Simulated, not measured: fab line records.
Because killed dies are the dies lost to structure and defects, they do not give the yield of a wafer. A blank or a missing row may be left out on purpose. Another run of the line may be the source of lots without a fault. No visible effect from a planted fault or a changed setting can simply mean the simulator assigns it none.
fab line records	flow nandHarc	part 2 of 2: steps 5 to 6 of 6
record lots=24	wafers=72	lastDay=29
route steps=1159 shown P_M1@295 P_M2@331
lots that met no fault: taken from a fault-free run of the same line
startH: start of the lot's first displayed wafer, in hours after the record's first day	waitH: hours since the lot's step before	" as in the row above	L1.1+2: a single row standing in for several wafers	- no value, or no start was given	* or withheld: withheld	< > ~ a bound
route shown NAME@n: a module of which the file shows steps, and the number in the route of the first	usual: mean/standard deviation taken from wafers without a fault	same: alike in all rows	chamber/n: place in a boat	sites: each site's reading	_std_site: how widely they spread, as a standard deviation	_edge_site: inner sites' mean taken away from outer sites' mean	radiusMm: for every site, how far away it sits from the centre of the wafer	mask NAME#n: copy n	behind: tool/chamber where the wafer was last shaped	hold: what put the lot on hold/how long, in hours/how the hold closed	device: the transistor (n, p or np) that didn't switch	end of line: the same wafers' tests at the end of the route	a step without rows: its recipe alone	killed: not the wafer's yield, but the dies lost to structure and defects at the first sort	map: dies across one wafer; x = killed, . = not, _ = none there
set.NAME: the setting as run; set.NAME@STEP: as run at that earlier step	model.NAME: the simulator's own value behind a step, which no gauge read
one table for each step of the route and one row for each wafer, over a sample of lots
services: from which hour (startH, from the record's first day; less than 0 if before it) a tool's chamber was out of use, for how many hours, and why
## steps
# step NHARC_P_M2_DESCUM_14
# recipe timeS=3	o2FlowSccm=200	arFlowSccm=0	biasPowerW=0	chemistry=O2
# usual drypumpMotorCurrentA=5.6/0.59	oesProductAu=0.999/0.0085	rfVppV=58.1/0.84	showerheadPlenumPTorr=1.97/0.07	throttleValvePct=11.310/0.0082
lot.wafer	tool	chamber	startH	waitH	drypumpMotorCurrentA	oesProductAu	rfHoursCounterH	rfVppV	showerheadPlenumPTorr	throttleValvePct
L075.1	rieDiel-06	2	184.08	0.1	5.3	1.009	27	56.6	1.81	11.315
L075.2	"	3	"	"	5.9	1.001	24	59.2	2.01	11.321
L075.5	"	3	"	"	5.9	0.989	-	58.9	2.01	11.308
L077.1	rieDiel-04	1	184.57	0.1	5.4	1.005	15	58.6	1.96	11.320
L077.4	"	3	"	"	5.1	1.002	16	56.8	2.07	11.302
L077.6	"	1	"	"	5.4	1.004	-	58.3	1.96	11.320
L076.2	rieDiel-07	1	185.72	0.1	5.3	0.995	4	56.5	1.96	11.304
L076.1	"	3	"	"	6.3	1.009	4	58.3	2.05	11.314
L076.6	"	1	"	"	5.3	0.997	-	58.2	1.96	11.310
L074.1	rieDiel-07	2	187.48	0.1	5.2	0.993	4	57.3	2.01	11.313
L074.5	"	3	"	"	6.2	1.008	-	59.8	2.05	11.319
L074.6	"	0	"	"	5.0	1.007	-	57.7	1.98	11.304
L078.1	rieDiel-07	0	188.48	0.1	5.0	1.000	4	57.4	1.98	11.313
L078.3	"	3	"	"	6.3	0.999	5	57.6	2.05	11.319
L078.6	"	0	"	"	5.0	1.007	-	56.7	1.98	11.311
L081.3	rieDiel-04	1	197.35	0.1	5.4	1.011	17	58.0	1.96	11.299
L081.2	"	3	"	"	5.1	1.001	18	58.2	2.07	11.306
L081.6	"	2	"	"	6.4	0.996	-	56.7	1.95	11.293
L080.4	rieDiel-04	1	199.20	0.1	5.4	0.994	18	57.2	1.96	11.327
L080.6	"	3	"	"	5.1	0.995	-	59.8	2.07	11.311
L080.5	"	0	"	"	6.4	1.013	-	56.8	1.85	11.306
L079.4	rieDiel-07	2	200.38	0.1	5.2	0.995	4	58.9	2.01	11.309
L079.6	"	1	"	"	5.3	1.004	-	57.6	1.96	11.309
L079.5	"	2	"	"	5.2	0.997	-	57.8	2.01	11.315
L082.1	rieDiel-07	2	204.21	0.1	5.2	0.993	5	58.2	2.01	11.314
L082.2	"	3	"	"	6.3	0.996	5	58.6	2.05	11.310
L082.5	"	2	"	"	5.2	0.991	-	58.8	2.01	11.312
L083.2	rieDiel-06	2	206.09	0.1	5.3	1.015	29	56.9	1.81	11.323
L083.3	"	3	"	"	5.9	0.990	27	60.1	2.01	11.314
L083.5	"	2	"	"	5.3	1.014	-	58.1	1.81	11.329
L084.4	rieDiel-07	1	208.06	0.1	5.3	1.001	6	58.7	1.96	11.307
L084.2	"	2	"	"	5.2	0.985	5	58.2	2.01	11.306
L084.5	"	3	"	"	6.3	1.001	-	60.1	2.05	11.301
L086.3	rieDiel-07	2	209.76	0.1	5.2	0.981	5	59.2	2.01	11.299
L086.1	"	0	"	"	5.0	0.995	5	58.1	1.98	11.313
L086.5	"	1	"	"	5.3	0.994	-	57.8	1.96	11.305
L085.2	rieDiel-07	2	211.03	0.1	5.2	0.992	5	59.0	2.01	11.301
L085.1	"	0	"	"	5.0	0.999	5	57.8	1.98	11.303
L085.6	"	3	"	"	6.3	0.995	-	57.5	2.05	11.299
L087.1	rieDiel-06	2	211.49	0.1	5.3	1.006	30	58.7	1.81	11.323
L087.2	"	0	"	"	6.7	1.006	28	58.6	1.96	11.308
L087.6	"	3	"	"	5.8	0.997	-	58.4	2.01	11.321
L088.2	rieDiel-07	0	218.73	0.1	4.9	1.014	6	60.0	1.98	11.304
L088.4	"	2	"	"	5.3	0.997	5	56.4	2.01	11.318
L088.1	"	3	"	"	6.3	1.005	6	57.9	2.05	11.321
L089.4	rieDiel-07	0	222.28	0.1	5.0	1.000	6	58.0	1.98	11.301
L089.2	"	3	"	"	6.3	1.007	6	58.0	2.05	11.310
L089.5	"	1	"	"	5.3	0.988	-	57.5	1.96	11.317
L090.1	rieDiel-06	1	222.79	0.1	5.0	0.981	30	58.9	2.05	11.306
L090.2	"	3	"	"	5.9	0.989	29	58.9	2.01	11.321
L090.6	"	0	"	"	6.7	1.001	-	59.7	1.96	11.314
L092.1	rieDiel-04	0	225.79	0.1	6.4	1.007	24	57.9	1.85	11.310
L092.2	"	2	"	"	6.4	1.008	26	58.1	1.95	11.317
L092.6	"	1	"	"	5.4	0.998	-	59.5	1.96	11.310
L091.4	rieDiel-04	3	226.74	0.1	5.1	0.988	27	59.4	2.07	11.305
L091.6	"	0	"	"	6.4	1.004	-	58.4	1.85	11.329
L091.5	"	1	"	"	5.4	1.004	-	59.3	1.96	11.315
L093.1	rieDiel-06	0	235.11	0.1	6.7	0.994	30	57.7	1.96	11.313
L093.2	"	2	"	"	5.3	1.010	32	57.3	1.81	11.303
L093.6	"	1	"	"	5.0	0.984	-	57.5	2.05	11.306
L094.1	rieDiel-04	3	240.34	0.1	5.1	0.991	28	58.5	2.07	11.312
L094.3	"	1	"	"	5.4	1.008	28	58.7	1.96	11.307
L094.6	"	3	"	"	5.1	0.986	-	58.3	2.07	11.327
L095.4	rieDiel-04	2	241.28	0.1	6.4	0.999	28	58.4	1.95	11.309
L095.2	"	0	"	"	6.4	1.009	27	57.6	1.85	11.307
L095.5	"	2	"	"	6.4	0.997	-	57.3	1.95	11.313
L097.1	rieDiel-04	0	255.95	0.1	6.4	0.997	29	57.5	1.85	11.321
L097.2	"	1	"	"	5.4	0.998	30	58.3	1.96	11.303
L097.6	"	3	"	"	5.1	0.995	-	56.9	2.07	11.306
L096.4	rieDiel-04	2	256.09	0.1	6.4	1.005	30	58.2	1.95	11.331
L096.1	"	0	"	"	6.4	1.000	29	58.3	1.85	11.325
L096.5	"	3	"	"	5.1	0.996	-	58.2	2.07	11.305
# step NHARC_P_M2_STRIP_18
# recipe powerW=1000	n2FlowSccm=150	h2FlowSccm=150	arFlowSccm=0	biasW=0	chemistry=N2/H2
# usual drypumpMotorCurrentA=5.6/0.56	oesProductAu=0.998/0.0097	rfVppV=91.0/0.85	showerheadPlenumPTorr=2.11/0.071	throttleValvePct=14.171/0.0085
lot.wafer	tool	chamber	startH	waitH	drypumpMotorCurrentA	oesProductAu	rfHoursCounterH	rfVppV	showerheadPlenumPTorr	throttleValvePct
L075.2	rieDiel-07	0	184.51	0.1	5.0	1.000	4	91.4	2.11	14.180
L075.1	"	1	"	"	5.3	1.004	4	90.7	2.09	14.172
L075.5	"	3	"	"	6.3	0.999	-	91.0	2.19	14.159
L077.1	rieDiel-07	0	184.95	0.1	5.0	0.999	4	91.4	2.11	14.175
L077.4	"	1	"	"	5.3	0.991	4	90.1	2.09	14.166
L077.6	"	1	"	"	5.3	0.996	-	91.4	2.09	14.168
L076.2	rieDiel-07	1	186.09	0.1	5.3	0.988	5	91.1	2.09	14.184
L076.1	"	0	"	"	5.0	0.993	4	90.5	2.11	14.159
L076.6	"	2	"	"	5.2	0.986	-	91.2	2.15	14.162
L074.1	rieDiel-07	0	187.91	0.1	5.0	1.001	4	92.2	2.11	14.162
L074.5	"	1	"	"	5.3	1.001	-	90.9	2.09	14.185
L074.6	"	2	"	"	5.2	0.986	-	90.4	2.15	14.175
L078.3	rieDiel-06	2	188.89	0.1	5.3	1.015	27	88.5	1.92	14.176
L078.1	"	0	"	"	6.7	0.999	25	90.6	2.09	14.162
L078.6	"	2	"	"	5.3	1.021	-	91.0	1.92	14.175
L081.3	rieDiel-07	2	197.75	0.1	5.2	0.982	4	91.2	2.15	14.179
L081.2	"	3	"	"	6.3	1.001	5	91.6	2.18	14.180
L081.6	"	2	"	"	5.2	0.992	-	93.6	2.15	14.177
L080.4	rieDiel-04	0	199.64	0.1	6.4	0.999	17	90.2	1.97	14.179
L080.5	"	1	"	"	5.4	1.004	-	90.8	2.09	14.187
L080.6	"	2	"	"	6.4	1.008	-	91.6	2.08	14.164
L079.4	rieDiel-06	3	200.80	0.1	5.9	0.991	26	91.2	2.14	14.177
L079.6	"	1	"	"	5.0	0.986	-	91.2	2.18	14.175
L079.5	"	2	"	"	5.3	1.011	-	90.5	1.92	14.172
L082.1	rieDiel-07	3	204.61	0.1	6.3	1.014	5	91.5	2.18	14.181
L082.2	"	1	"	"	5.3	0.999	5	90.7	2.09	14.173
L082.5	"	3	"	"	6.3	1.003	-	90.7	2.18	14.163
L083.2	rieDiel-07	3	206.51	0.1	6.3	0.999	6	90.7	2.18	14.167
L083.3	"	0	"	"	4.9	1.009	5	91.2	2.11	14.171
L083.5	"	1	"	"	5.3	1.011	-	91.1	2.09	14.164
L084.4	rieDiel-06	3	208.42	0.1	5.9	0.999	27	90.4	2.14	14.175
L084.2	"	2	"	"	5.3	1.021	30	90.0	1.92	14.170
L084.5	"	0	"	"	6.7	1.007	-	90.8	2.09	14.163
L086.3	rieDiel-07	2	210.16	0.1	5.3	0.983	5	91.6	2.15	14.171
L086.1	"	0	"	"	5.0	1.002	5	89.6	2.11	14.174
L086.5	"	1	"	"	5.3	0.988	-	91.7	2.09	14.170
L085.1	rieDiel-07	2	211.41	0.1	5.2	0.988	5	91.6	2.15	14.169
L085.2	"	3	"	"	6.3	1.003	6	91.3	2.18	14.163
L085.6	"	2	"	"	5.2	0.973	-	89.5	2.15	14.173
L087.2	rieDiel-07	0	211.87	0.1	4.9	1.002	5	91.1	2.11	14.183
L087.1	"	2	"	"	5.2	0.982	5	91.5	2.15	14.152
L087.6	"	0	"	"	5.0	1.000	-	90.5	2.11	14.160
L088.2	rieDiel-04	0	219.14	0.1	6.5	1.005	23	89.8	1.97	14.159
L088.4	"	1	"	"	5.4	1.003	24	90.7	2.09	14.177
L088.1	"	2	"	"	6.4	0.998	26	90.3	2.08	14.155
L089.4	rieDiel-07	2	222.66	0.1	5.3	0.976	6	91.8	2.15	14.166
L089.2	"	3	"	"	6.3	0.993	6	91.9	2.18	14.179
L089.5	"	3	"	"	6.2	1.004	-	92.5	2.18	14.174
L090.1	rieDiel-07	1	223.17	0.1	5.3	0.997	6	89.6	2.09	14.173
L090.2	"	3	"	"	6.3	0.998	6	89.5	2.18	14.189
L090.6	"	2	"	"	5.2	0.977	-	91.7	2.15	14.179
L092.1	rieDiel-06	3	226.19	0.1	5.9	0.995	29	89.6	2.14	14.165
L092.2	"	0	"	"	6.7	0.997	29	91.6	2.09	14.164
L092.6	"	2	"	"	5.3	1.022	-	88.7	1.92	14.186
L091.4	rieDiel-06	3	227.10	0.1	5.9	0.998	29	91.1	2.14	14.179
L091.5	"	3	"	"	5.9	0.994	-	90.7	2.14	14.171
L091.6	"	0	"	"	6.7	0.998	-	92.1	2.09	14.168
L093.2	rieDiel-04	2	235.54	0.1	6.4	1.004	28	91.4	2.08	14.177
L093.1	"	3	"	"	5.1	0.992	28	90.2	2.21	14.161
L093.6	"	1	"	"	5.4	1.012	-	90.1	2.09	14.176
L094.3	rieDiel-07	1	240.77	0.1	5.3	1.003	0	91.1	2.09	14.173
L094.1	"	2	"	"	5.3	0.993	0	90.8	2.15	14.160
L094.6	"	3	"	"	6.2	1.003	-	91.9	2.18	14.175
L095.2	rieDiel-07	3	241.71	0.1	6.2	0.995	0	91.7	2.18	14.175
L095.4	"	0	"	"	5.0	0.993	0	90.8	2.11	14.169
L095.5	"	1	"	"	5.3	0.997	-	89.8	2.09	14.179
L097.2	rieDiel-07	3	256.35	0.1	6.3	0.985	0	91.3	2.18	14.174
L097.1	"	0	"	"	5.0	1.001	0	90.0	2.11	14.161
L097.6	"	0	"	"	4.9	1.009	-	91.9	2.11	14.155
L096.1	rieDiel-06	0	256.54	0.1	6.7	0.999	0	91.1	2.09	14.173
L096.4	"	1	"	"	5.0	0.994	0	92.3	2.18	14.169
L096.5	"	3	"	"	5.9	0.994	-	92.2	2.14	14.169
## services
tool	chamber	startH	hours	kind
rieDiel-07	0	158.25	-	clean
rieDiel-07	1	158.25	-	clean
rieDiel-07	2	158.25	-	clean
rieDiel-07	3	158.25	-	clean
rieDiel-06	-	168.29	2.1	repair
rieDiel-07	0	170.19	4.1	repair
rieDiel-10	-	176.50	9.0	pm
rieDiel-02	1	177.43	1.4	repair
rieDiel-02	0	177.51	4.2	repair
rieDiel-07	2	177.90	6.5	repair
rieDiel-07	0	182.75	-	clean
rieDiel-07	1	182.75	-	clean
rieDiel-07	3	182.75	-	clean
rieDiel-07	0	207.25	-	clean
rieDiel-07	1	207.25	-	clean
rieDiel-07	2	207.25	-	clean
rieDiel-07	3	207.25	-	clean
rieDiel-10	1	208.77	2.3	repair
rieDiel-04	2	221.36	3.4	repair
rieDiel-13	2	223.26	7.6	repair
rieDiel-07	-	228.20	9.0	pm
rieDiel-07	0	228.20	9.0	ventCycle
rieDiel-06	-	241.58	9.0	pm
rieDiel-02	-	249.98	0.2	repair
